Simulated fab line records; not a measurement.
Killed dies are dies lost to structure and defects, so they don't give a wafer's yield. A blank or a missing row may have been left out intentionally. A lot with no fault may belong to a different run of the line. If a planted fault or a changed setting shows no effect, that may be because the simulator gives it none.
Chamber matching | flow n5-finfet | 4 sister chambers for N5_DUMMY_GATE_CMP_04 on cmp-03
The step polishes a-Si. 8 wafers are shown with their chamber, then 10 later ones without.

== WAFERS WITH THEIR CHAMBER ==
wafer  | chamber | motor-current-A (A) | time-to-endpoint-s (s)
L083.4 | 2       | 10.0                | 12
L084.4 | 3       | 9.5                 | 15
L084.6 | 1       | 11.4                | 13
L088.1 | 1       | 11.8                | 11
L088.3 | 2       | 10.5                | 12
L088.5 | 0       | 9.6                 | 9
L089.2 | 0       | 9.4                 | 7
L089.3 | 3       | 9.5                 | 14

== WAFERS WHOSE CHAMBER IS MISSING ==
wafer  | motor-current-A (A) | time-to-endpoint-s (s)
L089.6 | 9.9                 | 10
L092.2 | 9.8                 | 11
L092.4 | 11.6                | 13
L092.6 | 9.1                 | 15
L094.2 | 11.7                | 12
L094.3 | 9.8                 | 10
L094.5 | 9.8                 | 6
L096.1 | 10.8                | 8
L096.3 | 10.4                | 9
L096.5 | 9.9                 | 13

== EACH ONE'S CHAMBER ==
wafer  | from the rows above          | in truth
L089.6 | can't be placed: 2 or 0      | 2
L092.2 | can't be placed: 2 or 0 or 3 | 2
L092.4 | 1                            | 1
L092.6 | 3                            | 3
L094.2 | 1                            | 1
L094.3 | can't be placed: 0 or 2      | 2
L094.5 | 0                            | 0
L096.1 | can't be placed: 2 or 1 or 0 | 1
L096.3 | can't be placed: 2 or 0      | 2
L096.5 | can't be placed: 2 or 3      | 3
Placed correctly: 4 of 10. Can't be placed from these rows: 6 (the true chamber is among the candidates in 6). 0 placed wrongly.
How it was worked out, from the rows above alone: a wafer's distance from a chamber is the root of the sum, over the readings, of the square of ((its reading less the chamber's mean) divided by the reading's scatter). If the next closest chamber is less than 2 further off than the closest, the wafer can't be placed; otherwise it belongs to the closest. A chamber's mean is the mean of its shown wafers. The scatter is the square root of a quotient: the sum, over the shown wafers, of each reading's squared deviation from its chamber's mean, divided by wafers minus chambers.
